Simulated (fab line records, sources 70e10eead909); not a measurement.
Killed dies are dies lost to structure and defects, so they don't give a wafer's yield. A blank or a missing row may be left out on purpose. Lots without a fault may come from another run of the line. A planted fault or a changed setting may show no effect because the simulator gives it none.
Which tool did it? | flow nand_harc | 12 lots, 35 wafers sampled, at 3 steps of a route of 1302

WHAT THE GAUGES READ, wafer by wafer
NHARC_A_BLC_CD_MEAS_10: target cd 100 nm. Usual: cd_nm 99.6 nm, standard deviation 0.68.
lot  | measured     | on        | cd_nm (nm)        | flag
L486 | day 23 07:34 | cd_sem-03 | 98.5 99.3 98.8    |
L483 | day 23 10:37 | cd_sem-02 | 100.3 100.1 100.6 |
L490 | day 25 22:00 | cd_sem-02 | 99.8 100.3        |
L493 | day 27 01:56 | cd_sem-01 | 100.6 100.2 100.6 |
L497 | day 28 12:27 | cd_sem-03 | 98.9 98.8 99.1    |
L498 | day 28 12:29 | cd_sem-03 | 99.5 100.3 99.9   |
L500 | day 30 00:10 | cd_sem-01 | 100.2 100.5 99.4  |
L499 | day 30 03:31 | cd_sem-02 | 99.0 99.3 99.2    |
L501 | day 30 18:06 | cd_sem-02 | 100.7 99.7 99.4   |
L502 | day 31 00:58 | cd_sem-03 | 101.0 100.6 100.3 |
L504 | day 31 19:11 | cd_sem-03 | 99.5 99.7 99.8    |
L506 | day 32 06:25 | cd_sem-02 | 100.7 99.2 100.0  |

WHICH TOOL RAN EACH LOT (tool, then ch and the chambers of the sampled wafers, then the start)
lot  | NHARC_A_CONTACT_ETCH_110           | NHARC_A_CONTACT_CMP_20
L486 | rie_diel-02 ch 0,3, day 23 04:19   | cmp-03 ch 2,3, day 23 06:47
L483 | rie_diel-08 ch 1,2, day 23 07:14   | cmp-02 ch 1,2, day 23 09:44
L490 | rie_diel-02 ch 1,3, day 25 19:20   | cmp-03 ch 2,3, day 25 21:05
L493 | rie_diel-13 ch 0,1,3, day 26 23:18 | cmp-04 ch 1,2, day 27 01:02
L497 | rie_diel-08 ch 1,3, day 28 05:51   | cmp-03 ch 0,2,3, day 28 08:19
L498 | rie_diel-08 ch 0,1,2, day 28 08:00 | cmp-03 ch 0,1,2, day 28 09:47
L500 | rie_diel-08 ch 2,3, day 29 21:38   | cmp-03 ch 2,3, day 29 23:25
L499 | rie_diel-08 ch 0,2,3, day 30 00:52 | cmp-03 ch 0,1,2, day 30 02:39
L501 | rie_diel-08 ch 1,2,3, day 30 15:28 | cmp-04 ch 0,1,2, day 30 17:11
L502 | rie_diel-13 ch 0,2, day 30 22:11   | cmp-02 ch 0,1,2, day 31 00:13
L504 | rie_diel-08 ch 0,2,3, day 31 16:33 | cmp-04 ch 0,1,2, day 31 18:19
L506 | rie_diel-02 ch 0,2,3, day 32 03:41 | cmp-03 ch 2,3, day 32 05:30
- NHARC_A_CONTACT_ETCH_110: etches the open film in CF4/O2, target depth 60 nm, overetch 6 nm, time 33 s.
- NHARC_A_CONTACT_CMP_20: polishes, t overpolish 30 s, target thk 300 nm.

WHAT THE TOOLS THEMSELVES READ (means of the sampled wafers that have a number; where no wafer has one, the mark that the record gives instead)
NHARC_A_CONTACT_ETCH_110. Usual: drypump_motor_current_A 5.8 A, standard deviation 0.45; oes_f_703_au 1.000 a.u., standard deviation 0.0049; oes_product_au 1.001 a.u., standard deviation 0.011; rf_vpp_V 197.6 V, standard deviation 1.4; run_length_s 54.5 s, standard deviation 0.43; showerhead_plenum_p_Torr 1.32 Torr, standard deviation 0.05; throttle_valve_pct 13.397 %, standard deviation 0.0088.
lot  | tool        | drypump_motor_current_A (A) | oes_f_703_au (a.u.) | oes_product_au (a.u.) | rf_vpp_V (V) | run_length_s (s) | showerhead_plenum_p_Torr (Torr) | throttle_valve_pct (%) | flag
L486 | rie_diel-02 | 5.1                         | 1.002               | 0.989                 | 197.6        | 54.6             | 1.36                            | 13.402                 |
L483 | rie_diel-08 | 6.0                         | 1.002               | 1.023                 | 197.0        | 54.5             | 1.28                            | 13.396                 |
L490 | rie_diel-02 | 5.6                         | 0.998               | 1.004                 | 198.6        | 54.4             | 1.38                            | 13.398                 |
L493 | rie_diel-13 | 5.8                         | 1.001               | 1.004                 | 198.2        | 54.4             | 1.36                            | 13.405                 |
L497 | rie_diel-08 | 5.9                         | 0.999               | 0.988                 | 198.4        | 54.4             | 1.32                            | 13.397                 |
L498 | rie_diel-08 | 6.1                         | 0.997               | 1.001                 | 196.4        | 54.5             | 1.28                            | 13.395                 |
L500 | rie_diel-08 | 6.0                         | 1.003               | 1.011                 | 196.1        | 54.8             | 1.28                            | 13.398                 |
L499 | rie_diel-08 | 6.0                         | 1.006               | 1.003                 | 196.8        | 54.3             | 1.30                            | 13.402                 |
L501 | rie_diel-08 | 5.9                         | 1.003               | 0.993                 | 197.2        | 54.7             | 1.30                            | 13.391                 |
L502 | rie_diel-13 | 5.8                         | 1.002               | 0.999                 | 196.2        | 53.9             | 1.26                            | 13.396                 |
L504 | rie_diel-08 | 6.1                         | 0.998               | 1.001                 | 196.8        | 54.7             | 1.30                            | 13.404                 |
L506 | rie_diel-02 | 5.1                         | 1.001               | 1.002                 | 197.6        | 54.5             | 1.33                            | 13.407                 |

NHARC_A_CONTACT_CMP_20. Usual: motor_current_A 12.1 A, standard deviation 0.96; overpolish_run_s 30.001 s, standard deviation 0.0088; retaining_ring_pressure_frac 1.000, standard deviation 0.0051; time_to_endpoint_s 61 s, standard deviation 3.5.
lot  | tool   | motor_current_A (A) | overpolish_run_s (s) | retaining_ring_pressure_frac | time_to_endpoint_s (s) | flag
L486 | cmp-03 | 11.7                | 29.999               | 0.999                        | 59                     |
L483 | cmp-02 | 12.9                | 30.009               | 1.002                        | 60                     |
L490 | cmp-03 | 11.4                | 30.004               | 0.994                        | 61                     |
L493 | cmp-04 | 12.3                | 30.004               | 1.000                        | 62                     |
L497 | cmp-03 | 11.5                | 30.000               | 1.003                        | 69                     |
L498 | cmp-03 | 12.3                | 29.996               | 1.005                        | 60                     |
L500 | cmp-03 | 11.7                | 30.002               | 0.998                        | 63                     |
L499 | cmp-03 | 12.2                | 30.002               | 0.998                        | 62                     |
L501 | cmp-04 | 12.8                | 30.005               | 1.002                        | 56                     |
L502 | cmp-02 | 12.8                | 29.999               | 1.001                        | 61                     |
L504 | cmp-04 | 12.1                | 30.001               | 0.997                        | 56                     |
L506 | cmp-03 | 11.7                | 29.998               | 1.007                        | 61                     |

THE ANSWER, worked out from the rows above alone
Rule: a lot is off if the mean of its wafers that have a number lies more than 3 standard deviations from the usual mean. A lot without any number at a reading at which 4 lots or more have one is off too. The other lots that the step has rows for count as sound. The gauges are gone through in route order, then the tools' own readings, and for those a lot's mean is taken as printed above. The first step at which some lot is off is used, and at that step the reading that is off furthest; a lot without a number counts as furthest.
No lot is off at any reading shown: from this, nothing can be told.

WHAT THE SIMULATOR HAD PUT IN
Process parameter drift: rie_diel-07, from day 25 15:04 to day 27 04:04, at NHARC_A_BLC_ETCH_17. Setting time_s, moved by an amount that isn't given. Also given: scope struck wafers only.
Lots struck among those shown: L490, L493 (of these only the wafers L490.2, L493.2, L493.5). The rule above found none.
